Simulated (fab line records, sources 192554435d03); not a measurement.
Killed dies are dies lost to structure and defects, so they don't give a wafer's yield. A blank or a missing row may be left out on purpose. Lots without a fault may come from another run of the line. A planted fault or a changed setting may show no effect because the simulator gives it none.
fab line records | flow n5_finfet
record lots=6 wafers=18 last_day=19
route steps=1938 shown DUMMY_REMOVAL@378 HKMG_FIN@385
lots that met no fault: from a run of the same line without faults
start_h: hours from the record's first day to the start of the lot's first wafer shown | wait_h: hours since the lot's step before | " the same as in the row above | L1.1+2: a row that stands for several wafers | - no value, or no start given | * or withheld: withheld | < > ~ a bound
route shown NAME@n: a module of which the file shows steps, and the number in the route of the first | usual: mean/standard deviation of fault-free wafers | same: alike in all rows | chamber/n: place in a boat | sites: the reading at each site | _std_site: their standard deviation | _edge_site: outer sites' mean less inner sites' | radius_mm: how far each site lies from the wafer's centre | mask NAME#n: copy n | behind: the tool/chamber that last shaped the wafer | hold: why the lot was held/for how many hours/how that ended | device: the transistor (n, p or np) that didn't switch | end of line: the same wafers' tests at the end of the route | a step without rows: its recipe alone | killed: dies lost to structure and defects at the first sort, not the wafer's yield | map: a wafer's dies, x killed, . not, _ none there
set.NAME: the setting as run; set.NAME@STEP: as run at that earlier step | model.NAME: the simulator's own value behind a step, which no gauge read
lots at some steps of the route; a table a step, a row a wafer
services: from which hour (start_h, from the record's first day; less than 0 if before it) a tool's chamber was out of use, for how many hours, and why
## steps
# step N5_DUMMY_REMOVAL_STRIP_10
# recipe chemistry=N2/H2 time_s=40 power_w=100 temp_c=40 pressure_mtorr=100 rf_frequency_hz=6e+07 bias_power_w=3 n2_flow_sccm=300 h2_flow_sccm=300
# usual drypump_motor_current_A=5.5/0.47 oes_product_au=0.75/0.05 rf_vpp_V=45.5/0.85 showerhead_plenum_p_Torr=3.44/0.1 throttle_valve_pct=12.30/0.23
# columns lot.wafer tool chamber start_h wait_h drypump_motor_current_A oes_product_au rf_hours_counter_h rf_vpp_V showerhead_plenum_p_Torr throttle_valve_pct
L785.1 rie_diel-01 0 84.05 0.0 5.5 0.78 120 46.5 3.53 12.00
L785.4 " 2 " " 5.0 0.79 122 45.0 3.39 12.21
L785.6 " 2 " " 4.9 0.79 - 45.5 3.39 12.24
L789.1 rie_diel-04 2 109.36 0.0 5.5 0.74 168 46.0 3.36 12.31
L789.2 " 3 " " 5.7 0.79 116 46.4 3.39 12.05
L789.5 " 1 " " 6.1 0.70 - 45.5 3.21 12.32
L800.1 rie_diel-04 1 172.34 0.0 6.1 0.69 231 45.0 3.20 12.36
L800.3 " 3 " " 5.7 0.76 133 43.8 3.38 12.12
L800.5 " 1 " " 6.1 0.68 - 44.0 3.20 12.37
L802.3 rie_diel-02 1 186.80 0.0 5.0 0.75 153 45.9 3.51 12.09
L802.4 " 2 " " 4.8 0.83 76 45.6 3.56 12.56
L802.6 " 3 " " 5.5 0.81 - 45.7 3.56 11.89
L803.1 rie_diel-01 3 191.36 0.0 4.7 0.73 174 46.0 3.50 12.10
L803.4 " 0 " " 5.5 0.74 149 47.4 3.51 12.07
L803.6 " 1 " " 5.8 0.69 - 46.9 3.47 12.66
L806.2 rie_diel-01 2 212.44 0.0 5.0 0.75 161 45.2 3.37 12.35
L806.3 " 0 " " 5.5 0.75 154 43.7 3.51 12.10
L806.5 " 1 " " 5.8 0.69 - 46.1 3.47 12.67
# step N5_DUMMY_REMOVAL_PRECLEAN_07
# recipe chemistry=dHF time_s=30 temp_c=25 dilution=withheld
# step N5_DUMMY_REMOVAL_DUMMY_REMOVE_02
# recipe chemistry=TMAH temp_c=70 target=poly-Si stop_on=SiO2 target_depth_nm=142 conc_wt_pct=5 time_s=57 dry=ipa_marangoni rinse_time_s=30 rinse_temp_c=23
# step N5_DUMMY_REMOVAL_INSPECT_06
# recipe inspect_instrument=brightfield mode=aei
# usual raw_defect_count=12/7.1
# columns lot.wafer tool chamber start_h wait_h raw_defect_count
L785.1 defect_inspect-01 - 84.21 0.0 5
L785.4 " - " " 17
L785.6 " - " " 7
L789.1 defect_inspect-02 - 109.54 0.0 15
L789.2 " - " " 9
L789.5 " - " " 30
L800.1 defect_inspect-01 - 172.51 0.0 4
L800.3 " - " " 3
L800.5 " - " " 7
L802.3 defect_inspect-01 - 186.96 0.0 2
L802.4 " - " " 10
L802.6 " - " " 12
L803.1 defect_inspect-02 - 191.52 0.0 28
L803.4 " - " " 27
L803.6 " - " " 32
L806.2 defect_inspect-02 - 212.60 0.0 15
L806.3 " - " " 27
L806.5 " - " " 16
# step N5_DUMMY_REMOVAL_PRECLEAN_08
# recipe chemistry=NF3:NH3 afs_cycles=2 temp_c=30 time_s=20 sublimation_temp_c=180 sublimation_time_s=60 pressure_torr=3 rf_power_w=30
# step N5_DUMMY_REMOVAL_PRECLEAN_04
# recipe chemistry=DHF time_s=37 temp_c=25 dilution=500:1
# step N5_DUMMY_REMOVAL_SRD_05
# recipe dry=ipa_marangoni do_ppb=5 time_s=30 temp_c=23 rinse_liquid=diw
# step N5_HKMG_FIN_IL_REGROW_00
# recipe material=SiO2 target_thk_a=7.5 chemistry=O3 temp_c=withheld time_s=30
# step N5_HKMG_FIN_HK_ALD_01
# recipe material=HfO2 target_thk_a=16 temp_c=withheld ald_precursor_family=HfCl4 ald_co_reactant=H2O pulse_time_s=3 purge_time_s=3 co_reactant_purge_time_s=2.5 co_reactant_pulse_time_s=0.3 ald_cycles=30
# step N5_HKMG_FIN_HK_ANNEAL_02
# recipe temp_c=700 time_s=30 ambient=N2 idle_temp_c=600 ramp_up_c_per_s=150 ramp_down_c_per_s=60 cool_to_c=600
# step N5_HKMG_FIN_ALD_74
# recipe material=La2O3 target_thk_a=5 temp_c=250 ald_precursor_family=La-Cp ald_co_reactant=O3 pulse_time_s=6 co_reactant_pulse_time_s=1 purge_time_s=3 co_reactant_purge_time_s=3
# step N5_HKMG_FIN_ALD_75
# recipe material=Al2O3 target_thk_a=10 temp_c=150 ald_precursor_family=TMA ald_co_reactant=H2O pulse_time_s=withheld co_reactant_pulse_time_s=1
# usual heater_power_w=160/15 precursor_pulse_height_rel=0.999/0.017
# columns lot.wafer tool chamber start_h wait_h heater_power_w precursor_pulse_height_rel
L785.1 ald_hk-03 0 85.05 0.0 170 0.992
L785.4 " 1 " " 166 1.004
L785.6 " 0 " " 170 1.047
L789.1 ald_hk-02 1 110.43 0.0 145 1.011
L789.2 " 2 " " 179 1.035
L789.5 " 0 " " 177 1.052
L800.1 ald_hk-03 1 173.56 0.1 169 0.990
L800.3 " 2 " " 131 0.996
L800.5 " 1 " " 169 1.012
L802.3 ald_hk-03 1 187.80 0.0 166 0.976
L802.4 " 3 " " 166 0.985
L802.6 " 2 " " 133 0.981
L803.1 ald_hk-03 3 192.36 0.0 163 1.006
L803.4 " 2 " " 134 1.021
L803.6 " 2 " " 133 0.982
L806.2 ald_hk-02 2 213.44 0.0 175 1.025
L806.3 " 3 " " 171 1.002
L806.5 " 3 " " 169 1.014
# step N5_HKMG_FIN_COAT_41
# recipe resist=SOC temp_c=250 time_s=60 spin_rpm=1500 resist_thk_nm=300
# usual exhaust_pa=44.9/1.1 spin_speed_rpm=1500.1/1.1
# columns lot.wafer tool chamber start_h wait_h exhaust_pa spin_speed_rpm model.SOC_of_HKMG_FIN_COAT_41.thk_nm
L785.1 litho_track-02 0 85.15 - 44.9 1502.1 300.4
L785.4 " 0 " " 46.0 1499.5 300.4
L785.6 " 0 " " 46.4 1500.8 299.8
L789.1 litho_track-01 0 110.52 - 47.6 1499.5 301.6
L789.2 " 0 " " 45.5 1499.1 302.6
L789.5 " 0 " " 46.1 1497.5 302.2
L800.1 litho_track-02 0 173.73 - 44.9 1338.7 318.2
L800.3 " 0 " " 44.3 1339.3 318
L800.5 " 0 " " 46.9 1338.9 318.8
L802.3 litho_track-02 0 187.90 - 44.3 1337.5 319
L802.4 " 0 " " 44.5 1338.3 319
L802.6 " 0 " " 43.0 1339.1 318.4
L803.1 litho_track-01 0 192.46 - 46.4 1497.8 301.4
L803.4 " 0 " " 43.0 1497.9 300
L803.6 " 0 " " 45.4 1499.0 300.8
L806.2 litho_track-04 0 213.54 - 43.8 1500.4 301
L806.3 " 0 " " 43.8 1500.3 302
L806.5 " 0 " " 45.5 1498.8 301.2
# step N5_HKMG_FIN_COAT_42
# recipe resist=SiARC temp_c=220 time_s=60 spin_rpm=1500 resist_thk_nm=35
# step N5_HKMG_FIN_COAT_43
# recipe resist=CAR-ArF spin_rpm=1500 resist_thk_nm=90
# step N5_HKMG_FIN_EBR_45
# recipe solvent=PGMEA ebr_width_mm=1.5
# step N5_HKMG_FIN_SOFTBAKE_44
# recipe temp_c=110 time_s=60 resist=CAR-ArF
# step N5_HKMG_FIN_EXPOSE_46
# recipe mask_id=NDIPOLE na=1.35 source_shape=conventional sigma_outer=0.8 polarization=unpolarized dose_mj=40
# step N5_HKMG_FIN_PEB_47
# recipe peb_temp_c=withheld peb_time_s=60 resist=CAR-ArF
# step N5_HKMG_FIN_DEVELOP_48
# recipe develop_time_s=30 developer=TMAH resist=CAR-ArF rinse_liquid=diw dry=air_spin dev_temp_c=23
# step N5_HKMG_FIN_CD_MEAS_49
# recipe target_cd_nm=202 landing_energy_ev=500 detector=se_inlens polarity=opening
# usual cd_nm=202.1/0.63
# columns lot.wafer tool chamber start_h wait_h cd_nm
L785.1 cd_sem-01 0 85.52 - 202.6
L785.4 " 0 " " 202.2
L785.6 " 0 " " 201.9
L789.1 cd_sem-01 0 110.89 - 202.5
L789.2 " 0 " " 203.3
L789.5 " 0 " " 201.9
L800.1 cd_sem-01 0 174.10 - 201.9
L800.3 " 0 " " 202.2
L800.5 " 0 " " 202.2
L802.3 cd_sem-01 0 188.27 - 201.1
L802.4 " 0 " " 201.2
L802.6 " 0 " " 200.4
L803.1 cd_sem-02 0 195.98 - 201.9
L803.4 " 0 " " 202.0
L803.6 " 0 " " 202.3
L806.2 cd_sem-03 0 213.79 - 203.2
L806.3 " 0 " " 203.0
L806.5 " 0 " " 202.7
# step N5_HKMG_FIN_OVL_MEAS_50
# recipe points_per_wafer=44
# usual NDIPOLE_OVL=0.1/0.77
# columns lot.wafer tool chamber start_h wait_h NDIPOLE_OVL[nm]
L785.1 overlay-02 0 85.55 0.0 0.1
L785.4 " 0 " " -0.1
L785.6 " 0 " " 0.6
L789.1 overlay-02 0 110.92 0.0 -0.5
L789.2 " 0 " " -0.3
L789.5 " 0 " " -0.6
L800.1 overlay-01 0 174.13 0.0 0.5
L800.3 " 0 " " 1.0
L800.5 " 0 " " 0.9
L802.3 overlay-01 0 188.30 0.0 1.5
L802.4 " 0 " " 0.1
L802.6 " 0 " " 1.1
L803.1 overlay-02 0 196.01 0.0 -0.3
L803.4 " 0 " " -0.6
L803.6 " 0 " " -1.1
L806.2 overlay-01 0 213.81 0.0 0.2
L806.3 " 0 " " 1.5
L806.5 " 0 " " 0.3
# step N5_HKMG_FIN_INSPECT_61
# recipe mode=adi inspect_instrument=macro
# usual raw_defect_count=1.9/1.4
# columns lot.wafer tool chamber start_h wait_h raw_defect_count
L785.1 defect_inspect-02 - 85.57 0.0 1
L785.4 " - " " 3
L785.6 " - " " 3
L789.1 defect_inspect-02 - 110.95 0.0 5
L789.2 " - " " 3
L789.5 " - " " 6
L800.1 defect_inspect-01 - 174.16 0.0 1
L800.3 " - " " 5
L800.5 " - " " 0
L802.3 defect_inspect-01 - 188.32 0.0 1
L802.4 " - " " 1
L802.6 " - " " 1
L803.1 defect_inspect-02 - 196.03 0.0 2
L803.4 " - " " 1
L803.6 " - " " 1
L806.2 defect_inspect-01 - 213.84 0.0 1
L806.3 " - " " 3
L806.5 " - " " 0
# step N5_HKMG_FIN_DESCUM_53
# recipe chemistry=O2 time_s=7.9 source_power_w=50 bias_power_w=20 pressure_mtorr=20 rf_frequency_hz=2.712e+07 temp_c=40 resist=CAR-ArF o2_flow_sccm=225
# usual drypump_motor_current_A=5.48/0.22 oes_product_au=0.79/0.077 rf_vpp_V=243.3/1.4 showerhead_plenum_p_Torr=2.09/0.069 throttle_valve_pct=20.38/0.26
# columns lot.wafer tool chamber start_h wait_h drypump_motor_current_A oes_product_au rf_hours_counter_h rf_vpp_V showerhead_plenum_p_Torr throttle_valve_pct
L785.1 rie_diel-05 1 85.61 0.0 5.57 0.70 223 244.5 2.16 20.66
L785.4 " 1 " " 5.56 0.69 - 244.7 2.16 20.68
L785.6 " 0 " " 5.10 0.77 - 243.6 2.19 20.71
L789.1 rie_diel-06 2 111.19 0.2 5.29 0.74 166 243.6 2.09 20.17
L789.2 " 0 " " 5.52 0.77 155 242.9 2.00 20.58
L789.5 " 2 " " 5.26 0.74 - 242.8 2.09 20.16
L800.1 rie_diel-03 0 174.19 0.0 5.46 0.73 163 242.8 2.09 20.41
L800.3 " 2 " " 5.60 0.75 144 240.7 1.91 20.38
L800.5 " 1 " " 5.45 0.89 - 244.7 2.12 19.98
L802.3 rie_diel-06 0 188.35 0.0 5.53 0.74 184 240.6 1.99 20.63
L802.4 " 2 " " 5.27 0.72 196 241.8 2.08 20.21
L802.6 " 2 " " 5.25 0.71 - 242.2 2.08 20.21
L803.1 rie_diel-05 2 196.06 0.0 5.89 0.71 205 242.8 2.08 20.31
L803.4 " 0 " " 5.13 0.73 173 243.5 2.17 20.77
L803.6 " 3 " " 5.58 0.89 - 244.8 2.14 20.30
L806.2 rie_diel-06 2 213.87 0.0 5.30 0.71 205 241.3 2.08 20.22
L806.3 " 1 " " 5.85 0.78 97 243.0 2.10 19.94
L806.5 " 2 " " 5.27 0.71 - 242.9 2.08 20.23
# step N5_HKMG_FIN_ETCH_54
# recipe chemistry=CF4 target=SiARC target_depth_a=455 mask_material=CAR-ArF time_s=75.8 ion_energy_ev=80 pressure_mtorr=40 source_w=545 bias_w=36 Ar_flow_sccm=100 cf4_flow_sccm=100 ends=cleared
# step N5_HKMG_FIN_ETCH_55
# recipe chemistry=N2/H2 target=SOC target_depth_a=2400 temp_c=40 time_s=300 ion_energy_ev=200 mask_material=SiARC pressure_mtorr=30 source_w=840 bias_w=150 n2_flow_sccm=200 h2_flow_sccm=200
# usual drypump_motor_current_A=5.49/0.22 oes_product_au=0.79/0.075 rf_vpp_V=523.8/2.5 showerhead_plenum_p_Torr=2.54/0.082 throttle_valve_pct=17.79/0.22
# columns lot.wafer tool chamber start_h wait_h drypump_motor_current_A oes_product_au rf_hours_counter_h rf_vpp_V showerhead_plenum_p_Torr throttle_valve_pct
L785.1 rie_diel-05 1 85.70 0.0 5.61 0.70 223 526.0 2.62 18.14
L785.4 " 1 " " 5.59 0.70 - 525.8 2.62 18.13
L785.6 " 0 " " 5.13 0.77 - 526.0 2.65 18.04
L789.1 rie_diel-06 2 111.28 0.0 5.26 0.75 166 523.5 2.54 17.58
L789.2 " 0 " " 5.56 0.76 155 521.4 2.43 17.93
L789.5 " 2 " " 5.24 0.75 - 523.9 2.54 17.60
L800.1 rie_diel-03 0 174.28 0.0 5.44 0.73 163 522.7 2.54 17.76
L800.3 " 2 " " 5.61 0.75 144 517.4 2.34 17.83
L800.5 " 1 " " 5.44 0.88 - 525.4 2.58 17.44
L802.3 rie_diel-06 0 188.45 0.0 5.52 0.74 184 520.7 2.41 17.99
L802.4 " 2 " " 5.26 0.72 196 523.7 2.52 17.63
L802.6 " 2 " " 5.26 0.72 - 522.3 2.52 17.65
L803.1 rie_diel-05 2 196.16 0.0 5.89 0.70 205 523.0 2.52 17.67
L803.4 " 0 " " 5.13 0.73 173 527.5 2.64 18.12
L803.6 " 3 " " 5.60 0.89 - 525.3 2.59 17.66
L806.2 rie_diel-06 2 213.96 0.0 5.31 0.72 205 523.2 2.52 17.66
L806.3 " 1 " " 5.85 0.80 97 524.8 2.56 17.52
L806.5 " 2 " " 5.30 0.72 - 523.7 2.52 17.66
# step N5_HKMG_FIN_STRIP_56
# recipe chemistry=N2/H2 temp_c=40 n2_flow_sccm=200 h2_flow_sccm=200 rf_frequency_hz=6e+07
# step N5_HKMG_FIN_STRIP_57
# recipe chemistry=CF4 resist=SiARC power_w=300 bias_power_w=75 pressure_mtorr=50 cf4_flow_sccm=150 rf_frequency_hz=6e+07
# usual drypump_motor_current_A=5.48/0.22 oes_product_au=0.78/0.071 rf_vpp_V=271.1/1.5 showerhead_plenum_p_Torr=1.80/0.055 throttle_valve_pct=13.55/0.24
# columns lot.wafer tool chamber start_h wait_h drypump_motor_current_A oes_product_au rf_hours_counter_h rf_vpp_V showerhead_plenum_p_Torr throttle_valve_pct
L785.1 rie_diel-05 1 85.89 0.0 5.52 0.71 223 272.6 1.85 13.87
L785.4 " 1 " " 5.54 0.71 - 272.5 1.85 13.87
L785.6 " 0 " " 5.11 0.77 - 271.9 1.88 13.86
L789.1 rie_diel-06 2 111.47 0.0 5.29 0.73 166 272.0 1.79 13.40
L789.2 " 0 " " 5.54 0.76 155 269.1 1.72 13.71
L789.5 " 2 " " 5.26 0.73 - 272.5 1.79 13.40
L800.1 rie_diel-03 0 174.47 0.0 5.44 0.73 163 270.4 1.79 13.62
L800.3 " 2 " " 5.61 0.75 144 268.7 1.66 13.68
L800.5 " 1 " " 5.42 0.88 - 272.4 1.82 13.12
L802.3 rie_diel-06 0 188.64 0.0 5.52 0.74 184 270.1 1.71 13.77
L802.4 " 2 " " 5.28 0.71 196 269.8 1.78 13.46
L802.6 " 2 " " 5.26 0.71 - 271.2 1.78 13.45
L803.1 rie_diel-05 2 196.35 0.0 5.88 0.72 205 268.7 1.78 13.53
L803.4 " 0 " " 5.11 0.74 173 272.9 1.86 13.94
L803.6 " 3 " " 5.60 0.89 - 273.3 1.83 13.41
L806.2 rie_diel-06 2 214.15 0.0 5.26 0.71 205 270.9 1.78 13.48
L806.3 " 1 " " 5.87 0.78 97 271.8 1.82 13.21
L806.5 " 2 " " 5.29 0.71 - 269.2 1.78 13.49
# step N5_HKMG_FIN_ETCH_58
# recipe chemistry=N2/H2 target=SOC target_depth_a=2158 ion_energy_ev=50 bias_w=13 time_s=741 pressure_mtorr=30 source_w=875 n2_flow_sccm=200 h2_flow_sccm=200
# step N5_HKMG_FIN_STRIP_93
# recipe chemistry=N2/H2 material=SOC time_s=20 power_w=500 temp_c=40 pressure_mtorr=50 rf_frequency_hz=6e+07 bias_power_w=8 h2_frac=0.5 n2_flow_sccm=300 h2_flow_sccm=300
# usual drypump_motor_current_A=5.50/0.23 oes_product_au=0.79/0.077 rf_vpp_V=54.2/0.88 showerhead_plenum_p_Torr=3.36/0.1 throttle_valve_pct=18.98/0.25
# columns lot.wafer tool chamber start_h wait_h drypump_motor_current_A oes_product_au rf_hours_counter_h rf_vpp_V showerhead_plenum_p_Torr throttle_valve_pct model.SOC_of_HKMG_FIN_COAT_41.thk_nm
L785.1 rie_diel-05 1 86.34 0.2 5.55 0.70 223 54.4 3.46 19.50 77.2
L785.4 " 1 " " 5.57 0.70 - 53.2 3.46 19.54 79
L785.6 " 0 " " 5.12 0.77 - 55.2 3.50 19.16 74.6
L789.1 rie_diel-06 2 111.92 0.2 5.30 0.74 167 53.9 3.35 18.76 74.6
L789.2 " 0 " " 5.53 0.75 156 54.7 3.21 19.08 80.6
L789.5 " 2 " " 5.30 0.74 - 52.1 3.35 18.77 74.8
L800.1 rie_diel-03 0 174.92 0.2 5.47 0.73 163 54.2 3.36 18.73 96.4
L800.3 " 2 " " 5.62 0.75 144 53.9 3.10 18.87 94
L800.5 " 1 " " 5.46 0.89 - 54.1 3.40 18.77 93
L802.3 rie_diel-06 0 189.08 0.2 5.54 0.73 184 54.3 3.20 19.13 94.4
L802.4 " 2 " " 5.28 0.72 196 52.8 3.33 18.80 93.2
L802.6 " 2 " " 5.29 0.72 - 53.8 3.33 18.83 91
L803.1 rie_diel-05 2 196.79 0.2 5.90 0.70 205 53.8 3.33 18.62 85.2
L803.4 " 0 " " 5.11 0.73 174 54.0 3.48 19.20 78.2
L803.6 " 3 " " 5.60 0.89 - 55.1 3.42 18.80 76.2
L806.2 rie_diel-06 2 214.60 0.2 5.28 0.71 205 55.1 3.33 18.83 76.8
L806.3 " 1 " " 5.91 0.79 98 53.1 3.39 19.10 74.4
L806.5 " 2 " " 5.27 0.71 - 54.4 3.33 18.83 72.8
# step N5_HKMG_FIN_WET_ETCH_76
# recipe chemistry=dNH4OH mix=1:50 temp_c=25 target=Al2O3 stop_on=La2O3 target_depth_nm=2.25 dry=ipa_marangoni rinse_time_s=30 rinse_temp_c=23
## services
# columns tool chamber start_h hours kind
rie_diel-05 3 74.42 - clean
rie_diel-05 3 74.42 - consumable_replace:focus_ring
rie_diel-05 3 74.42 15.5 scheduled_down
rie_diel-05 3 74.42 15.5 vent_cycle
rie_diel-04 3 87.56 2.5 repair
rie_diel-02 0 100.91 6.0 repair
rie_diel-06 1 110.57 8.0 repair
rie_diel-02 2 137.47 6.3 repair
rie_diel-02 3 164.68 12.2 repair
rie_diel-05 1 166.89 - clean
rie_diel-05 1 166.89 - consumable_replace:focus_ring
ald_hk-02 - 167.58 1.5 repair
rie_diel-04 1 180.16 11.0 repair
litho_track-02 - 185.61 - consumable_replace:filter
rie_diel-04 0 191.20 - clean
rie_diel-04 0 191.20 - consumable_replace:focus_ring
rie_diel-04 0 191.20 20.1 scheduled_down
rie_diel-04 0 191.20 20.1 vent_cycle
rie_diel-05 2 191.71 1.3 repair
rie_diel-02 - 195.75 0.3 repair
rie_diel-02 3 210.60 4.7 repair
ald_hk-02 - 210.90 1.4 repair
## key
first_sign step=N5_HKMG_FIN_COAT_41 reading=spin_speed_rpm direction=down sigmas=99+ usual=* struck=*
effect none on later readings
model_effect step=N5_HKMG_FIN_COAT_41 value=SOC_of_HKMG_FIN_COAT_41.thk_nm without=301 struck=318.6
model_effect step=N5_HKMG_FIN_STRIP_93 value=SOC_of_HKMG_FIN_COAT_41.thk_nm without=76 struck=93.67
met_at N5_HKMG_FIN_COAT_41
struck_wafers L800.1,L800.3,L800.5,L802.3,L802.4,L802.6
tester_left_out L800,L802
onset_between 85.15 173.73
fault kind=process_parameter_drift tool=litho_track-02 chamber=- onset_h=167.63 steps=N5_HKMG_FIN_COAT_41 channel=spin_rpm offset=* shape=step end_h=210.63 acts_in=* stated=*
# tester_left_out: of these lots the tester's yield and bins aren't shown, on N5 and GAA mostly nor the transistor test; their killed dies are dies lost to structure and defects alone, not to doping, threshold or leakage, so they don't give the yield
